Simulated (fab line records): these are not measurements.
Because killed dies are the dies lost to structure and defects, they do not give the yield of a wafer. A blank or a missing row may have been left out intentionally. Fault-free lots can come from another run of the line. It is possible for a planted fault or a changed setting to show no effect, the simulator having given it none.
Struck lot and sound lot, side by side -- flow nand-harc -- 15 steps out of a route of 1302
Sound: the wafers L554.1, L554.5, L554.6. Wafers struck: L566.1, L566.2, L566.5. The cause is given at the end.
For every step that has rows: the tool of each side, followed by ch and its chambers, followed by its first start. Under that, the readings that differ: sound wafers -- struck wafers -- difference of the means -- sigmas: that difference in standard deviations of wafers without a fault.
alike: words and numbers the same on both sides, and readings whose means are apart by under 2 such deviations; not compared: readings that were withheld, readings missing a value for some wafer, numbers with overlapping values and no deviation given by the record, and bounds like >300 which may hide the same value.
A row with sigmas, a row that says differs or no value, or rows on one side alone: a step with any of these is where the two part. Non-overlapping numbers with no deviation appear without sigmas and do not part them. A reading missing from all wafers of one side parts the sides only when that side holds two or more wafers.

first, 6 steps without rows for these wafers: NHARC_P_ZERO_WELL_COAT_05 (resist thk 600 nm); NHARC_P_ZERO_WELL_SOFTBAKE_06 (time 70 s); NHARC_P_ZERO_WELL_EBR_07; NHARC_P_ZERO_WELL_EXPOSE_08 (exposes mask P ZERO, target cd 500 nm); NHARC_P_ZERO_WELL_PEB_09 (peb time 80 s); NHARC_P_ZERO_WELL_DEVELOP_10 (time 50 s).
NHARC_P_ZERO_WELL_CD_MEAS_11: target cd 500 nm.
  sound on cd-sem-01 ch 0, day 2 17:07; struck on cd-sem-01 ch 0, day 7 17:15
  alike: cd-nm
then, 1 step without rows for these wafers: NHARC_P_ZERO_WELL_HARDBAKE_12 (time 65 s).
NHARC_P_ZERO_WELL_DESCUM_13: chemistry O2, time 3 s.
  sound on rie-diel-01 ch 0,1,2, day 2 17:20; struck on rie-diel-13 ch 0,2, day 7 17:24
  alike: drypump-motor-current-A, oes-product-au, rf-vpp-V, showerhead-plenum-p-Torr, throttle-valve-pct
  not compared: rf-hours-counter-h
NHARC_P_ZERO_WELL_ETCH_65: etches the open film in N2/H2, target depth 80 nm, overetch 24 nm, time 87.88 s.
  sound on rie-diel-01 ch 2,3, day 2 20:11; struck on rie-diel-13 ch 0,1,2, day 7 17:30
  alike: drypump-motor-current-A, oes-product-au, rf-fwd-power-W, rf-vpp-V, showerhead-plenum-p-Torr, throttle-valve-pct
  not compared: rf-hours-counter-h
NHARC_P_ZERO_WELL_ETCH_62: etches the open film in CHF3/Ar, target depth 13 nm, time 6.5 s.
  sound: rie-diel-01 ch 0,2,3; struck: rie-diel-13 ch 0,1,2
  alike: drypump-motor-current-A, oes-product-au, rf-fwd-power-W, rf-vpp-V, showerhead-plenum-p-Torr, throttle-valve-pct
  not compared: rf-hours-counter-h
NHARC_P_ZERO_WELL_ETCH_63: etches the open film in HBr/Cl2, target depth 120 nm, time 40.1 s.
  sound on rie-si-04 ch 0,2,3, day 2 20:24; struck on rie-si-04 ch 0,2,3, day 7 17:43
  alike: drypump-motor-current-A, hbr-flow-sccm, oes-product-au, rf-fwd-power-W, throttle-valve-pct
  not compared: rf-hours-counter-h
NHARC_P_ZERO_WELL_STRIP_15: strips in SPM, time 900 s.
  sound on wet-bench-02 ch 0,4,6, day 2 20:31; struck on wet-bench-02 ch 0,1,2, day 7 17:52
  no value came back on the struck wafers for bath-guard-temp-C (C), bath-heat-duty-pct (%); on the sound wafers bath-guard-temp-C (C) reads 129.4 129.4 130.3
then, 1 step without rows for these wafers: NHARC_P_ZERO_WELL_DEHYDRATE_16 (time 120 s).
-- the record jumps here: 24 days lie between the struck wafers' starts before and after (it left off in module P_ZERO_WELL and takes up again in module END, whose first step shown is number 1302 of the route) --
NHARC_END_SORT_01:
  sound on prober-02 ch 0, day 26 03:28; struck on prober-01 ch 0, day 31 10:22
reading,sound,struck,difference,sigmas
killed-at-periphery,1 5 0,616 617 621,+616,+99 or more
killed-dies,51 59 60,677 677 677,+620,+31
  alike: killed-at-array, killed-at-other, killed-open, killed-short

== WHERE THEY PART ==
Last at NHARC_END_SORT_01 as far as this record goes, first at NHARC_P_ZERO_WELL_STRIP_15.

WHY: what had been put in by the simulator
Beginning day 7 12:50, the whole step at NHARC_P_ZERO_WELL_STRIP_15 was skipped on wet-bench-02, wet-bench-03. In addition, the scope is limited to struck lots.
